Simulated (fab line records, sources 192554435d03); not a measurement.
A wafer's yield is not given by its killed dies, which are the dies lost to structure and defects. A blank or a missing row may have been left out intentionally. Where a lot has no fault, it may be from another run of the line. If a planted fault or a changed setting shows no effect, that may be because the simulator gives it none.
Which tool is to blame? ; flow n5-finfet ; Sampling: 24 lots, 72 wafers, 6 of 1938 route steps

== WHAT THE GAUGES READ, wafer by wafer ==
The record lacks any reading of a measuring or inspecting step that a usual standard deviation could be used to judge.

== EACH LOT AND THE TOOL THAT RAN IT (in order: tool; ch and the chambers of the sampled wafers; start) ==
lot;N5_BEOL_M0_STRIP_104;N5_BEOL_M0_TRENCH_ETCH_107;N5_BEOL_M0_DEGAS_112;N5_BEOL_M0_SURFACE_TREAT_137;N5_BEOL_M0_ANNEAL_117;N5_BEOL_M0_CMP_120
L074;rie-diel-04 ch 1,2,3, day 5 17:16;rie-diel-02 ch 0,2,3, day 5 17:26;pvd-sputter-01, day 5 18:34;pvd-sputter-03, day 5 18:54;pvd-sputter-01, day 5 19:11;cmp-01 ch 0,1,3, day 5 19:59
L075;rie-diel-03 ch 0,3, day 6 02:57;rie-diel-03 ch 0,2,3, day 6 03:42;pvd-sputter-03, day 6 05:52;pvd-sputter-03, day 6 06:12;pvd-sputter-03, day 6 06:29;cmp-03 ch 0,1,3, day 6 07:23
L076;rie-diel-02 ch 0,1,3, day 6 11:16;rie-diel-02 ch 0,2,3, day 6 11:46;pvd-sputter-01, day 6 13:37;pvd-sputter-03, day 6 14:28;pvd-sputter-03, day 6 14:55;cmp-03 ch 0,1,2, day 6 15:46
L077;rie-diel-03 ch 0,2, day 6 16:07;rie-diel-02 ch 1,2,3, day 6 16:35;pvd-sputter-01, day 6 17:00;pvd-sputter-03, day 6 18:58;pvd-sputter-01, day 6 19:31;cmp-03 ch 0,1,3, day 6 20:24
L078;rie-diel-04 ch 1,2,3, day 6 23:14;rie-diel-03 ch 1,2,3, day 6 23:30;pvd-sputter-02, day 7 00:05;pvd-sputter-01, day 7 00:32;pvd-sputter-01, day 7 00:56;cmp-01 ch 0,2,3, day 7 01:42
L079;rie-diel-03 ch 1,2,3, day 7 03:16;rie-diel-04 ch 0,2,3, day 7 03:26;pvd-sputter-03, day 7 07:55;pvd-sputter-03, day 7 08:18;pvd-sputter-01, day 7 08:37;cmp-01 ch 0,1,3, day 7 09:23
L080;rie-diel-02 ch 0,2, day 7 13:43;rie-diel-02 ch 0,2, day 7 13:58;pvd-sputter-02, day 7 15:11;pvd-sputter-02, day 7 15:37;pvd-sputter-02, day 7 15:54;cmp-04 ch 0,2,3, day 7 17:29
L081;rie-diel-03 ch 1,2,3, day 7 21:26;rie-diel-03 ch 2,3, day 7 21:38;pvd-sputter-02, day 7 22:31;pvd-sputter-02, day 7 22:53;pvd-sputter-01, day 7 23:31;cmp-01 ch 1,2,3, day 8 00:24
L082;rie-diel-03 ch 2,3, day 8 00:23;rie-diel-02 ch 0,2,3, day 8 00:49;pvd-sputter-02, day 8 01:56;pvd-sputter-03, day 8 02:16;pvd-sputter-02, day 8 02:34;cmp-04 ch 0,1,2, day 8 03:35
L083;rie-diel-03 ch 0,1, day 8 06:06;rie-diel-03 ch 0,1, day 8 06:55;pvd-sputter-02, day 8 08:30;pvd-sputter-02, day 8 08:53;pvd-sputter-02, day 8 09:10;cmp-03 ch 1,2, day 8 10:01
L084;rie-diel-02 ch 0,1,3, day 8 11:16;rie-diel-02 ch 1,2,3, day 8 11:47;pvd-sputter-03, day 8 12:16;pvd-sputter-01, day 8 13:17;pvd-sputter-03, day 8 14:43;cmp-03 ch 0,1,2, day 8 15:34
L085;rie-diel-04 ch 1,2, day 8 16:31;rie-diel-02 ch 0,2,3, day 8 16:41;pvd-sputter-02, day 8 17:49;pvd-sputter-02, day 8 18:10;pvd-sputter-02, day 8 18:27;cmp-01 ch 0,1,2, day 8 19:34
L086;rie-diel-03 ch 1,2,3, day 9 01:02;rie-diel-02 ch 0,1,3, day 9 01:33;pvd-sputter-03, day 9 02:25;pvd-sputter-02, day 9 02:46;pvd-sputter-02, day 9 03:04;cmp-03 ch 1,2,3, day 9 05:14
L087;rie-diel-04 ch 0,1,3, day 9 02:31;rie-diel-03 ch 0,1,2, day 9 02:58;pvd-sputter-02, day 9 03:40;pvd-sputter-02, day 9 04:12;pvd-sputter-02, day 9 04:29;cmp-04 ch 0,1, day 9 06:36
L088;rie-diel-03 ch 0,2,3, day 9 12:35;rie-diel-02 ch 0,1,3, day 9 12:46;pvd-sputter-01, day 9 13:34;pvd-sputter-01, day 9 13:57;pvd-sputter-02, day 9 14:13;cmp-04 ch 1,2,3, day 9 14:59
L090;rie-diel-02 ch 0,1,2, day 10 02:01;rie-diel-03 ch 0,1,3, day 10 02:33;pvd-sputter-01, day 10 03:19;pvd-sputter-01, day 10 03:41;pvd-sputter-01, day 10 04:12;cmp-03 ch 0,1,3, day 10 05:06
L089;rie-diel-02 ch 1,2,3, day 10 02:04;rie-diel-02 ch 0,2,3, day 10 02:37;pvd-sputter-01, day 10 03:24;pvd-sputter-01, day 10 03:50;pvd-sputter-01, day 10 04:43;cmp-01 ch 1,2,3, day 10 05:29
L091;rie-diel-02 ch 0,3, day 10 04:46;rie-diel-02 ch 0,3, day 10 05:29;pvd-sputter-03, day 10 07:41;pvd-sputter-03, day 10 08:04;pvd-sputter-02, day 10 08:19;cmp-03 ch 0,2,3, day 10 09:24
L092;rie-diel-04 ch 0,1,3, day 10 10:41;rie-diel-02 ch 2,3, day 10 11:04;pvd-sputter-02, day 10 13:53;pvd-sputter-02, day 10 14:17;pvd-sputter-02, day 10 14:40;cmp-04 ch 0,1,2, day 10 15:29
L093;rie-diel-02 ch 0,2,3, day 10 15:15;rie-diel-04 ch 0,1,3, day 10 15:50;pvd-sputter-03, day 10 18:20;pvd-sputter-01, day 10 19:22;pvd-sputter-01, day 10 19:53;cmp-01 ch 2,3, day 10 20:40
L094;rie-diel-03 ch 2,3, day 11 01:40;rie-diel-03 ch 1,2, day 11 02:31;pvd-sputter-01, day 11 03:02;pvd-sputter-01, day 11 03:31;pvd-sputter-03, day 11 04:01;cmp-04 ch 0,1, day 11 05:53
L095;rie-diel-04 ch 1,2, day 11 02:07;rie-diel-04 ch 0,1,2, day 11 02:40;pvd-sputter-02, day 11 03:10;pvd-sputter-01, day 11 03:35;pvd-sputter-03, day 11 04:27;cmp-04 ch 0,2, day 11 06:23
L096;rie-diel-02 ch 1,2,3, day 11 10:46;rie-diel-04 ch 2,3, day 11 10:56;pvd-sputter-03, day 11 14:04;pvd-sputter-03, day 11 14:42;pvd-sputter-03, day 11 14:59;cmp-04 ch 1,2,3, day 11 15:50
L097;rie-diel-04 ch 1,2,3, day 11 15:08;rie-diel-04 ch 0,1,2, day 11 15:31;pvd-sputter-03, day 11 16:29;pvd-sputter-02, day 11 16:55;pvd-sputter-03, day 11 17:18;cmp-04 ch 0,1,3, day 11 18:27
- N5_BEOL_M0_STRIP_104: strips in N2/H2.
- N5_BEOL_M0_TRENCH_ETCH_107: etches SiOC in C4F6/O2, target depth 32.8 nm, time 16.4 s.
- N5_BEOL_M0_DEGAS_112: time 60 s.
- N5_BEOL_M0_SURFACE_TREAT_137
- N5_BEOL_M0_ANNEAL_117: time 60 s.
- N5_BEOL_M0_CMP_120: polishes, stops on SiOC, t overpolish 6.9 s.

== AS READ BY THE TOOLS THEMSELVES (means over the sampled wafers that have a number; for cases with no such wafer, the mark the record gives instead) ==
N5_BEOL_M0_STRIP_104. Usual: drypump-motor-current-A 5.8 A, standard deviation 0.43; oes-product-au 0.81 a.u., standard deviation 0.097; rf-vpp-V 59.4 V, standard deviation 1.7; showerhead-plenum-p-Torr 2.55 Torr, standard deviation 0.082; throttle-valve-pct 23.56 %, standard deviation 0.23.
lot;tool;drypump-motor-current-A (A);oes-product-au (a.u.);rf-vpp-V (V);showerhead-plenum-p-Torr (Torr);throttle-valve-pct (%);flag
L074;rie-diel-04;5.8;0.78;59.8;2.54;23.62;
L075;rie-diel-03;5.9;0.74;60.1;2.52;23.89;
L076;rie-diel-02;5.9;0.79;59.0;2.54;23.41;
L077;rie-diel-03;5.1;0.68;56.5;2.49;23.81;
L078;rie-diel-04;5.8;0.77;60.5;2.54;23.63;
L079;rie-diel-03;5.7;0.82;59.4;2.56;23.65;
L080;rie-diel-02;5.9;0.85;59.3;2.53;23.66;
L081;rie-diel-03;5.7;0.81;59.4;2.55;23.67;
L082;rie-diel-03;5.2;0.74;59.2;2.51;23.62;
L083;rie-diel-03;6.1;0.92;60.0;2.56;23.77;
L084;rie-diel-02;5.9;0.76;58.6;2.53;23.46;
L085;rie-diel-04;5.9;0.74;59.1;2.59;23.69;
L086;rie-diel-03;5.7;0.89;61.3;2.55;23.50;
L087;rie-diel-04;5.6;0.82;60.4;2.59;23.46;
L088;rie-diel-03;5.6;0.89;59.2;2.51;23.52;
L090;rie-diel-02;5.8;0.76;59.5;2.46;23.61;
L089;rie-diel-02;5.9;0.70;56.8;2.49;23.54;
L091;rie-diel-02;6.0;0.81;59.0;2.58;23.51;
L092;rie-diel-04;5.6;0.80;59.5;2.59;23.47;
L093;rie-diel-02;6.0;0.76;59.9;2.54;23.61;
L094;rie-diel-03;5.7;0.85;60.0;2.53;23.44;
L095;rie-diel-04;6.1;0.93;58.9;2.53;23.45;
L096;rie-diel-02;5.9;0.79;60.6;2.58;23.44;
L097;rie-diel-04;5.8;0.84;58.6;2.52;23.54;

N5_BEOL_M0_TRENCH_ETCH_107. Usual: drypump-motor-current-A 5.9 A, standard deviation 0.39; oes_f_703_au 0.80 a.u., standard deviation 0.092; oes-product-au 0.81 a.u., standard deviation 0.099; rf-vpp-V 670 V, standard deviation 17; showerhead-plenum-p-Torr 2.85 Torr, standard deviation 0.097; throttle-valve-pct 20.80 %, standard deviation 0.14.
lot;tool;drypump-motor-current-A (A);oes_f_703_au (a.u.);oes-product-au (a.u.);rf-vpp-V (V);showerhead-plenum-p-Torr (Torr);throttle-valve-pct (%);flag
L074;rie-diel-02;6.0;0.79;0.81;671;2.87;20.71;
L075;rie-diel-03;5.5;0.74;0.75;679;2.84;20.99;
L076;rie-diel-02;6.0;0.79;0.79;671;2.86;20.74;
L077;rie-diel-02;5.9;0.73;0.72;660;2.79;20.77;
L078;rie-diel-03;5.7;0.83;0.84;680;2.88;20.95;
L079;rie-diel-04;5.8;0.83;0.82;660;2.88;20.78;
L080;rie-diel-02;5.9;0.80;0.80;656;2.79;20.84;
L081;rie-diel-03;5.7;0.78;0.80;683;2.86;20.89;
L082;rie-diel-02;6.0;0.77;0.79;670;2.86;20.76;
L083;rie-diel-03;6.1;0.92;0.93;677;2.90;20.88;
L084;rie-diel-02;5.9;0.72;0.71;660;2.79;20.81;
L085;rie-diel-02;6.0;0.77;0.78;670;2.85;20.76;
L086;rie-diel-02;5.9;0.75;0.76;675;2.84;20.75;
L087;rie-diel-03;5.6;0.93;0.93;676;2.85;20.82;
L088;rie-diel-02;5.9;0.74;0.75;674;2.84;20.75;
L090;rie-diel-03;6.0;0.85;0.87;681;2.87;20.84;
L089;rie-diel-02;6.0;0.75;0.77;670;2.85;20.78;
L091;rie-diel-02;6.2;0.73;0.74;685;2.92;20.68;
L092;rie-diel-02;6.0;0.72;0.71;656;2.80;20.84;
L093;rie-diel-04;5.6;0.80;0.81;662;2.92;20.72;
L094;rie-diel-03;5.8;0.89;0.89;676;2.89;20.90;
L095;rie-diel-04;5.8;0.85;0.87;672;2.93;20.77;
L096;rie-diel-04;6.0;0.93;0.94;654;2.80;20.71;
L097;rie-diel-04;5.9;0.84;0.85;672;2.93;20.77;

N5_BEOL_M0_DEGAS_112. Usual: 329 W for heater-power-w, sd 35.
lot;tool;heater-power-w (W);flag
L074;pvd-sputter-01;325;
L075;pvd-sputter-03;345;
L076;pvd-sputter-01;328;
L077;pvd-sputter-01;337;
L078;pvd-sputter-02;329;
L079;pvd-sputter-03;349;
L080;pvd-sputter-02;294;
L081;pvd-sputter-02;320;
L082;pvd-sputter-02;312;
L083;pvd-sputter-02;321;
L084;pvd-sputter-03;311;
L085;pvd-sputter-02;324;
L086;pvd-sputter-03;349;
L087;pvd-sputter-02;294;
L088;pvd-sputter-01;327;
L090;pvd-sputter-01;339;
L089;pvd-sputter-01;326;
L091;pvd-sputter-03;379;
L092;pvd-sputter-02;316;
L093;pvd-sputter-03;344;
L094;pvd-sputter-01;337;
L095;pvd-sputter-02;328;
L096;pvd-sputter-03;309;
L097;pvd-sputter-03;347;

N5_BEOL_M0_ANNEAL_117. Usual: 816 W for heater-power-w, sd 80.
lot;tool;heater-power-w (W);flag
L074;pvd-sputter-01;818;
L075;pvd-sputter-03;772;
L076;pvd-sputter-03;937;
L077;pvd-sputter-01;793;
L078;pvd-sputter-01;816;
L079;pvd-sputter-01;813;
L080;pvd-sputter-02;855;
L081;pvd-sputter-01;831;
L082;pvd-sputter-02;751;
L083;pvd-sputter-02;786;
L084;pvd-sputter-03;783;
L085;pvd-sputter-02;764;
L086;pvd-sputter-02;792;
L087;pvd-sputter-02;791;
L088;pvd-sputter-02;809;
L090;pvd-sputter-01;842;
L089;pvd-sputter-01;819;
L091;pvd-sputter-02;757;
L092;pvd-sputter-02;793;
L093;pvd-sputter-01;844;
L094;pvd-sputter-03;767;
L095;pvd-sputter-03;862;
L096;pvd-sputter-03;941;
L097;pvd-sputter-03;849;

N5_BEOL_M0_CMP_120. Usual: barrier-field-endpoint-s 3.65 s, standard deviation 0.12; clearing-platen-down-force-psi 1.5003 psi, standard deviation 0.0029; motor-current-A 5.9 A, standard deviation 0.46; overpolish-run-s 6.901 s, standard deviation 0.0086; time-to-endpoint-s 62 s, standard deviation 3.1.
lot;tool;barrier-field-endpoint-s (s);clearing-platen-down-force-psi (psi);motor-current-A (A);overpolish-run-s (s);time-to-endpoint-s (s);flag
L074;cmp-01;3.62;1.4989;5.6;6.903;62;
L075;cmp-03;3.54;1.5003;6.0;6.907;59;
L076;cmp-03;3.60;1.4991;6.0;6.905;58;
L077;cmp-03;3.40;1.5015;5.8;6.903;57;
L078;cmp-01;3.59;1.4962;5.3;6.901;64;
L079;cmp-01;3.61;1.5001;5.6;6.899;62;
L080;cmp-04;3.63;1.4966;6.0;6.904;61;
L081;cmp-01;3.61;1.5012;5.9;6.905;61;
L082;cmp-04;3.48;1.5015;6.0;6.900;60;
L083;cmp-03;3.75;1.5011;5.9;6.900;64;
L084;cmp-03;3.60;1.5028;5.9;6.902;60;
L085;cmp-01;3.71;1.5017;5.8;6.902;61;
L086;cmp-03;3.82;1.5029;5.6;6.904;61;
L087;cmp-04;3.74;1.4999;6.0;6.896;65;
L088;cmp-04;3.74;1.5012;6.1;6.897;63;
L090;cmp-03;3.78;1.4993;5.9;6.898;63;
L089;cmp-01;3.78;1.4995;6.1;6.888;62;
L091;cmp-03;3.76;1.4968;5.7;6.902;62;
L092;cmp-04;3.58;1.5005;5.8;6.896;63;
L093;cmp-01;3.52;1.4985;6.1;6.902;61;
L094;cmp-04;3.61;1.5000;5.9;6.904;60;
L095;cmp-04;3.67;1.5012;6.1;6.891;61;
L096;cmp-04;3.63;1.4975;6.2;6.902;64;
L097;cmp-04;3.83;1.5002;5.9;6.903;64;

== THE ANSWER, worked out from the rows above alone ==
Rule: lot off if the mean of its wafers having a number is beyond 3 standard deviations from the usual mean. A lot without any number at a reading at which 4 lots or more have one is off too. All remaining lots with rows at the step are treated as sound. The gauges are gone through in route order, then the tools' own readings, and for those a lot's mean is taken as printed above. At the first step where some lot is off, the reading lying furthest off is the one used; lots without a number count as furthest.
No lot is off at any reading shown: from this, nothing can be told.

== WHAT THE SIMULATOR PUT IN ==
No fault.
